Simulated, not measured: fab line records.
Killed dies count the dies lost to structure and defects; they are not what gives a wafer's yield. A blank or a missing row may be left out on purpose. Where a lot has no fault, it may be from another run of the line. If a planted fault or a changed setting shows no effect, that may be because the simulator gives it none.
Chamber matching / flow nandHarc / NHARC_A_M0_STRIP_18 on rieDiel-01 has 4 sister chambers
The step strips in N2/H2. 14 wafers are shown with their chamber, then 6 later ones without.

## WAFERS PAIRED WITH THEIR CHAMBERS
wafer=L744.3; chamber=3; drypumpMotorCurrentA (A)=5.8; oesProductAu (a.u.)=0.987; throttleValvePct (%)=14.172
wafer=L744.5; chamber=0; drypumpMotorCurrentA (A)=5.8; oesProductAu (a.u.)=0.987; throttleValvePct (%)=14.179
wafer=L744.6; chamber=1; drypumpMotorCurrentA (A)=6.4; oesProductAu (a.u.)=1.014; throttleValvePct (%)=14.169
wafer=L749.3; chamber=1; drypumpMotorCurrentA (A)=6.3; oesProductAu (a.u.)=1.025; throttleValvePct (%)=14.178
wafer=L749.6; chamber=3; drypumpMotorCurrentA (A)=5.8; oesProductAu (a.u.)=0.990; throttleValvePct (%)=14.184
wafer=L751.1; chamber=3; drypumpMotorCurrentA (A)=5.8; oesProductAu (a.u.)=1.001; throttleValvePct (%)=14.174
wafer=L751.5; chamber=1; drypumpMotorCurrentA (A)=6.3; oesProductAu (a.u.)=1.028; throttleValvePct (%)=14.188
wafer=L751.6; chamber=0; drypumpMotorCurrentA (A)=5.8; oesProductAu (a.u.)=0.996; throttleValvePct (%)=14.160
wafer=L756.3; chamber=0; drypumpMotorCurrentA (A)=5.8; oesProductAu (a.u.)=0.995; throttleValvePct (%)=14.155
wafer=L756.5; chamber=3; drypumpMotorCurrentA (A)=5.8; oesProductAu (a.u.)=1.005; throttleValvePct (%)=14.159
wafer=L756.6; chamber=0; drypumpMotorCurrentA (A)=5.8; oesProductAu (a.u.)=1.003; throttleValvePct (%)=14.179
wafer=L755.2; chamber=0; drypumpMotorCurrentA (A)=5.8; oesProductAu (a.u.)=0.984; throttleValvePct (%)=14.176
wafer=L755.3; chamber=2; drypumpMotorCurrentA (A)=5.5; oesProductAu (a.u.)=0.989; throttleValvePct (%)=14.158
wafer=L755.4; chamber=0; drypumpMotorCurrentA (A)=5.8; oesProductAu (a.u.)=0.996; throttleValvePct (%)=14.172

SIGNATURES, as means of the wafers listed above
reading=drypumpMotorCurrentA; chamber 0=5.800; chamber 1=6.333; chamber 2=5.500; chamber 3=5.800; scatter within a chamber=0.0258
reading=oesProductAu; chamber 0=0.99350; chamber 1=1.02233; chamber 2=0.98900; chamber 3=0.99575; scatter within a chamber=0.00754
reading=throttleValvePct; chamber 0=14.17017; chamber 1=14.17833; chamber 2=14.15800; chamber 3=14.17225; scatter within a chamber=0.0101
Rule: for each reading, subtract the chamber's mean from the wafer's reading, divide by that reading's scatter and square the result; add these up over the readings and take the root, which gives the wafer's distance from the chamber. If the next closest chamber is less than 2 further off than the closest, the wafer can't be placed; otherwise it belongs to the closest. The scatter: take each reading less its chamber's mean, square it, sum over the shown wafers, divide by the number of wafers less the number of chambers, and take the root.

## WAFERS WHOSE CHAMBER IS MISSING
wafer=L757.3; drypumpMotorCurrentA (A)=5.8; oesProductAu (a.u.)=0.999; throttleValvePct (%)=14.166
wafer=L757.5; drypumpMotorCurrentA (A)=5.5; oesProductAu (a.u.)=0.986; throttleValvePct (%)=14.172
wafer=L757.6; drypumpMotorCurrentA (A)=5.7; oesProductAu (a.u.)=0.999; throttleValvePct (%)=14.180
wafer=L762.2; drypumpMotorCurrentA (A)=5.8; oesProductAu (a.u.)=1.009; throttleValvePct (%)=14.160
wafer=L762.4; drypumpMotorCurrentA (A)=5.5; oesProductAu (a.u.)=1.006; throttleValvePct (%)=14.166
wafer=L762.6; drypumpMotorCurrentA (A)=6.4; oesProductAu (a.u.)=1.005; throttleValvePct (%)=14.157

## THE CHAMBER EACH PASSED THROUGH
wafer=L757.3; from the rows above=can't be placed: 3 or 0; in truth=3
wafer=L757.5; from the rows above=2; in truth=2
wafer=L757.6; from the rows above=can't be placed: 3 or 0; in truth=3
wafer=L762.2; from the rows above=can't be placed: 3 or 0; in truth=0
wafer=L762.4; from the rows above=2; in truth=2
wafer=L762.6; from the rows above=1; in truth=1
Correctly placed: 3 of 6. Not placeable from these rows: 3 (in 3, the candidates include the true chamber). 0 placed wrongly.
